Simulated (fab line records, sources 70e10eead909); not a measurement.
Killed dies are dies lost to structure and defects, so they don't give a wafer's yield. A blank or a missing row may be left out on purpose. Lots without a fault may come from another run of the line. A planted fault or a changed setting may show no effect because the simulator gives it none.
Chamber matching | flow nand_harc | NHARC_P_STI_ETCH_15 on rie_si-05: 4 sister chambers
The step etches the open film in HBr/Cl2, target depth 300 nm, time 100.1 s. 14 wafers are shown with their chamber, then 6 later ones without.

WAFERS WITH THEIR CHAMBER
wafer  | chamber | drypump_motor_current_A (A) | he_backside_leak_sccm (sccm) | throttle_valve_pct (%)
L861.2 | 0       | 5.6                         | 2.5                          | 26.406
L861.3 | 2       | 5.9                         | 2.7                          | 26.405
L861.4 | 3       | 5.4                         | 3.0                          | 26.421
L863.1 | 1       | 5.2                         | 3.0                          | 26.413
L863.5 | 3       | 5.4                         | 3.0                          | 26.393
L863.6 | 0       | 5.6                         | 2.3                          | 26.405
L870.1 | 2       | 5.9                         | 2.8                          | 26.426
L870.2 | 3       | 5.4                         | 2.9                          | 26.395
L870.5 | 3       | 5.4                         | 2.8                          | 26.412
L873.2 | 0       | 5.6                         | 2.6                          | 26.396
L873.5 | 3       | 5.5                         | 3.0                          | 26.388
L873.6 | 0       | 5.6                         | 2.5                          | 26.400
L874.1 | 3       | 5.4                         | 2.8                          | 26.406
L874.2 | 2       | 5.9                         | 2.8                          | 26.404

SIGNATURES (means of the wafers above)
reading                 | chamber 0 | chamber 1 | chamber 2 | chamber 3 | scatter within a chamber
drypump_motor_current_A | 5.600     | 5.200     | 5.900     | 5.417     | 0.0289
he_backside_leak_sccm   | 2.475     | 3.000     | 2.767     | 2.917     | 0.101
throttle_valve_pct      | 26.40175  | 26.41300  | 26.41167  | 26.40250  | 0.0108
Rule: a wafer's distance from a chamber is the root of the sum, over the readings, of the square of ((its reading less the chamber's mean) divided by the reading's scatter). The wafer belongs to the nearest chamber; if the next one is less than 2 further off, it can't be placed. The scatter: the root of (the sum of the squares of (reading less its chamber's mean) over the shown wafers, divided by (wafers less chambers)).

WAFERS WITHOUT THEIR CHAMBER
wafer  | drypump_motor_current_A (A) | he_backside_leak_sccm (sccm) | throttle_valve_pct (%)
L874.3 | 5.6                         | 2.5                          | 26.402
L880.3 | 5.9                         | 2.7                          | 26.409
L880.4 | 5.4                         | 3.1                          | 26.409
L880.6 | 5.3                         | 3.0                          | 26.419
L882.3 | 5.2                         | 3.0                          | 26.401
L882.6 | 5.2                         | 2.9                          | 26.411

WHICH CHAMBER EACH WENT THROUGH
wafer  | from the rows above     | in truth
L874.3 | 0                       | 0
L880.3 | 2                       | 2
L880.4 | 3                       | 3
L880.6 | can't be placed: 1 or 3 | 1
L882.3 | 1                       | 1
L882.6 | 1                       | 1
Placed correctly: 5 of 6. Can't be placed from these rows: 1 (the true chamber is among the candidates in 1). Placed wrongly: 0.
